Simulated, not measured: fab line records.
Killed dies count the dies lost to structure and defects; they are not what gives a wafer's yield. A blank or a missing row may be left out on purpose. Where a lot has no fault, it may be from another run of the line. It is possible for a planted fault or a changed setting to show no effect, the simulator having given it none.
Struck lot and sound lot, side by side || flow nand harc || 23 steps out of a route of 1302
Sound: wafers L198.2, L198.4, L198.6. Struck: wafers L208.1, L208.2, L208.3. At the end, the cause is stated.
Each step with rows lists, per side, the tool, then ch with its chambers, then its first start. Under that, the readings that differ: sound wafers || struck wafers || difference of the means || sigmas: that difference in standard deviations of wafers without a fault.
alike: words and numbers the same on both sides, and readings whose means are apart by under 2 such deviations; not compared: readings that were withheld, readings missing a value for some wafer, numbers with overlapping values and no deviation given by the record, and bounds like >300 which may hide the same value.
The two part at a step that has a row with sigmas, a row that says differs or no value, or rows on one side only. Non-overlapping numbers with no deviation appear without sigmas and do not part them. A reading that every wafer of one side lacks parts them only if that side has two wafers or more.

NHARC_A_BLC_PVD_32: deposits Ti, target thk 5 nm, time 17.7 s.
  sound on pvd sputter-01; struck on pvd sputter-01
  alike: throttle valve pct
NHARC_A_BLC_ALD_23: deposits TiN, target thk 3 nm, pulse time 1 s, ald cycles 150.
  sound on ald metal-04 ch 1,2,3, day 26 19:22; struck on ald metal-04 ch 0,1,3, day 31 09:57
  alike: heater power w, precursor pulse height rel
  not compared: since wet clean h
NHARC_A_BLC_CVD_24: deposits W, target thk 150 nm, time 434 s.
  sound on cvd w-02 ch 1; struck on cvd w-02 ch 0,1
  alike: heater power w, throttle valve pct
  not compared: since wet clean h
NHARC_A_BLC_CMP_25: polishes, t overpolish 30 s, target thk 150 nm.
  sound on cmp-04 ch 2,3, day 26 20:07; struck on cmp-02 ch 1,2,3, day 31 10:41
  alike: motor current A, overpolish run s, slurry flow ml min, time to endpoint s
then, 1 step without rows for these wafers: NHARC_A_BLC_SRD_27.
NHARC_A_BLC_INSPECT_28:
  sound on defect inspect-02, day 26 20:29; struck on defect inspect-01, day 31 11:05
  alike: raw defect count
then, 5 steps without rows for these wafers: NHARC_A_M0_DEP_00 (deposits SiOC, target thk 150 nm); NHARC_A_M0_DEHYDRATE_01 (time 120 s); NHARC_A_M0_HMDS_02 (time 30 s); NHARC_A_M0_COAT_33 (time 65 s); NHARC_A_M0_COAT_03 (resist thk 90 nm).
NHARC_A_M0_SOFTBAKE_04: time 55 s.
  sound on litho track-04 ch 0, day 26 20:00; struck on litho track-01 ch 0, day 31 11:00
{"reading": "heater power total W (W)", "sound": "188.68 188.32 188.45", "struck": "164.78 164.92 164.96", "difference": -23.60, "sigmas": "-99 or more"}
  alike: exhaust pa
then, 4 steps without rows for these wafers: NHARC_A_M0_EBR_05; NHARC_A_M0_EXPOSE_06 (exposes mask A M0, target cd 80 nm); NHARC_A_M0_PEB_07 (peb time 65 s); NHARC_A_M0_DEVELOP_08 (develop time 35 s).
NHARC_A_M0_CD_MEAS_09: target cd 80 nm.
  sound on cd sem-02 ch 0, day 26 21:23; struck on cd sem-02 ch 0, day 31 11:59
{"reading": "cd nm (nm)", "sound": "79.1 79.8 80.7", "struck": "81.5 81.7 82.5", "difference": "+2.0", "sigmas": "+4"}
NHARC_A_M0_OVL_MEAS_10: pitch 160 nm.
  sound on overlay-01, day 26 21:29; struck on overlay-01, day 31 12:04
{"reading": "overlay y nm (nm)", "sound": "-0.4 -0.7 -1.2", "struck": "0.9 1.1 0.9", "difference": "+1.7", "sigmas": "+2"}
  alike: overlay x nm
NHARC_A_M0_INSPECT_11:
  sound on defect inspect-02, day 26 21:31; struck on defect inspect-02, day 31 12:07
{"reading": "raw defect count", "sound": "20 26 20", "struck": "105 93 133", "difference": "+88", "sigmas": "+2"}
NHARC_A_M0_DESCUM_14: chemistry O2, time 3 s.
  sound on rie diel-08 ch 0,2, day 26 21:36; struck on rie diel-05 ch 1,2,3, day 31 12:10
{"reading": "o2 flow sccm (sccm)", "sound": "201.0 200.5 200.3", "struck": "199.4 199.4 198.5", "difference": -1.5, "sigmas": -3}
{"reading": "model.A_M0.cd nm (nm)", "sound": "78.01 79.17 80.46", "struck": "81.44 82.18 82.89", "difference": "+2.96", "sigmas": ""}
  alike: drypump motor current A, oes product au, rf vpp V, showerhead plenum p Torr, throttle valve pct
  not compared: rf hours counter h
NHARC_A_M0_ETCH_34: etches the open film in N2/H2, target depth 40 nm, overetch 12 nm, time 43.94 s.
  sound on rie diel-08 ch 0,2, day 26 21:41; struck on rie diel-05 ch 0,1,2, day 31 12:15
{"reading": "model.A_M0.cd nm (nm)", "sound": "78.41 79.2 80.64", "struck": "81.59 82 83.21", "difference": "+2.85", "sigmas": ""}
  alike: drypump motor current A, n2 flow sccm, oes product au, rf vpp V, showerhead plenum p Torr, throttle valve pct
  not compared: rf hours counter h
NHARC_A_M0_ETCH_15: etches the open film in C4F8/Ar, target depth 150 nm, overetch 15 nm, time 82.5 s.
  sound on rie diel-08 ch 2,3; struck on rie diel-05 ch 1,2,3
{"reading": "oes product au (a.u.)", "sound": "0.985 0.978 0.965", "struck": "0.917 0.933 0.925", "difference": -0.051, "sigmas": -2}
  alike: rf vpp V
  not compared: rf hours counter h
NHARC_END_SORT_01:
  at this point the record logs the struck wafers (prober-02 ch 0, day 33 10:08) and has no rows for the sound ones

## WHERE THEY PART
Last at NHARC_END_SORT_01 as far as this record goes, first at NHARC_A_M0_SOFTBAKE_04.

WHY: the cause the simulator had injected
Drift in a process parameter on litho track-01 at NHARC_A_M0_SOFTBAKE_04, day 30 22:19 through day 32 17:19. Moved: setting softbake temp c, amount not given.
